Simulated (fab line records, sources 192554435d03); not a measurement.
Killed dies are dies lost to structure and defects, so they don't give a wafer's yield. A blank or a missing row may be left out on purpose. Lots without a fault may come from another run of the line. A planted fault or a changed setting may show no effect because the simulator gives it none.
Which tool did it? | flow n5_finfet | 12 lots, 36 wafers sampled, at 3 steps of a route of 1938

WHAT THE GAUGES READ, wafer by wafer
N5_MIM_BOT_LITHO_CD_MEAS_08: target cd 3000 nm. Usual: cd_nm 2999.9 nm, standard deviation 1.3.
lot  | measured     | on        | cd_nm (nm)           | flag
L567 | day 12 17:20 | cd_sem-02 | 3000.7 3000.0 3000.2 |
L568 | day 12 21:41 | cd_sem-01 | 3001.1 3000.1 2999.0 |
L569 | day 12 22:40 | cd_sem-03 | 2999.1 2998.7 2999.3 |
L570 | day 13 02:23 | cd_sem-03 | 2999.1 2998.9 3001.0 |
L573 | day 13 17:24 | cd_sem-03 | 2998.9 2999.8 3001.1 |
L575 | day 14 05:14 | cd_sem-01 | 2999.8 3000.4 3000.2 |
L577 | day 14 19:27 | cd_sem-03 | 2997.9 2999.6 2999.2 |
L578 | day 14 22:58 | cd_sem-03 | 2998.1 3001.0 3000.7 |
L579 | day 15 16:20 | cd_sem-03 | 3001.8 3003.3 3002.9 |
L582 | day 15 16:30 | cd_sem-01 | 2998.9 2998.6 2998.1 |
L585 | day 16 08:48 | cd_sem-02 | 2999.7 2999.8 3001.8 |
L586 | day 17 05:58 | cd_sem-01 | 2998.7 3001.3 3000.7 |

WHICH TOOL RAN EACH LOT (tool, then ch and the chambers of the sampled wafers, then the start)
lot  | N5_BEOL_M0_SPUTTER_141       | N5_MIM_TOP_ALD_02
L567 | pvd_sputter-03, day 6 03:02  | ald_hk-03 ch 2,3, day 12 17:20 or earlier
L568 | pvd_sputter-02, day 6 05:53  | ald_hk-01 ch 0,1, day 12 21:41 or earlier
L569 | pvd_sputter-01, day 6 13:17  | ald_hk-02 ch 1,2,3, day 12 22:40 or earlier
L570 | pvd_sputter-02, day 6 16:17  | ald_hk-03 ch 1,2,3, day 13 02:23 or earlier
L573 | pvd_sputter-01, day 7 19:16  | ald_hk-03 ch 1,2, day 13 17:24 or earlier
L575 | pvd_sputter-02, day 8 07:06  | ald_hk-02 ch 1,3, day 14 05:14 or earlier
L577 | pvd_sputter-01, day 8 16:50  | ald_hk-03 ch 1,2, day 14 19:27 or earlier
L578 | pvd_sputter-01, day 9 08:07  | ald_hk-03 ch 0,2,3, day 14 22:58 or earlier
L579 | pvd_sputter-01, day 9 10:56  | ald_hk-02 ch 1,2, day 15 16:20 or earlier
L582 | pvd_sputter-03, day 9 18:36  | ald_hk-01 ch 1,2,3, day 15 16:30 or earlier
L585 | pvd_sputter-01, day 10 06:59 | ald_hk-01 ch 1,2, day 16 08:48 or earlier
L586 | pvd_sputter-01, day 10 14:54 | ald_hk-02 ch 1,2,3, day 17 05:58 or earlier
- N5_BEOL_M0_SPUTTER_141: material Cu, target thk 4 nm, time 7.37 s.
- N5_MIM_TOP_ALD_02: deposits Al2O3, purge time 3 s, co reactant pulse time 3 s.

WHAT THE TOOLS THEMSELVES READ (means of the sampled wafers that have a number; where no wafer has one, the mark that the record gives instead)
N5_BEOL_M0_SPUTTER_141. Usual: throttle_valve_pct 30.5 %, standard deviation 0.77.
lot  | tool           | throttle_valve_pct (%) | flag
L567 | pvd_sputter-03 | 31.4                   |
L568 | pvd_sputter-02 | 29.6                   |
L569 | pvd_sputter-01 | 30.3                   |
L570 | pvd_sputter-02 | 29.5                   |
L573 | pvd_sputter-01 | 30.0                   |
L575 | pvd_sputter-02 | 30.4                   |
L577 | pvd_sputter-01 | 30.1                   |
L578 | pvd_sputter-01 | 30.3                   |
L579 | pvd_sputter-01 | 30.4                   |
L582 | pvd_sputter-03 | 31.4                   |
L585 | pvd_sputter-01 | 30.3                   |
L586 | pvd_sputter-01 | 29.7                   |

N5_MIM_TOP_ALD_02. Usual: precursor_pulse_height_rel 1.000, standard deviation 0.018.
lot  | tool      | precursor_pulse_height_rel | flag
L567 | ald_hk-03 | 1.000                      |
L568 | ald_hk-01 | 0.999                      |
L569 | ald_hk-02 | 1.005                      |
L570 | ald_hk-03 | 1.001                      |
L573 | ald_hk-03 | 1.010                      |
L575 | ald_hk-02 | 1.010                      |
L577 | ald_hk-03 | 1.011                      |
L578 | ald_hk-03 | 0.970                      |
L579 | ald_hk-02 | 0.987                      |
L582 | ald_hk-01 | 0.979                      |
L585 | ald_hk-01 | 0.996                      |
L586 | ald_hk-02 | 0.996                      |

THE ANSWER, worked out from the rows above alone
Rule: a lot is off if the mean of its wafers that have a number lies more than 3 standard deviations from the usual mean. A lot without any number at a reading at which 4 lots or more have one is off too. The other lots that the step has rows for count as sound. The gauges are gone through in route order, then the tools' own readings, and for those a lot's mean is taken as printed above. The first step at which some lot is off is used, and at that step the reading that is off furthest; a lot without a number counts as furthest.
No lot is off at any reading shown: from this, nothing can be told.

WHAT THE SIMULATOR HAD PUT IN
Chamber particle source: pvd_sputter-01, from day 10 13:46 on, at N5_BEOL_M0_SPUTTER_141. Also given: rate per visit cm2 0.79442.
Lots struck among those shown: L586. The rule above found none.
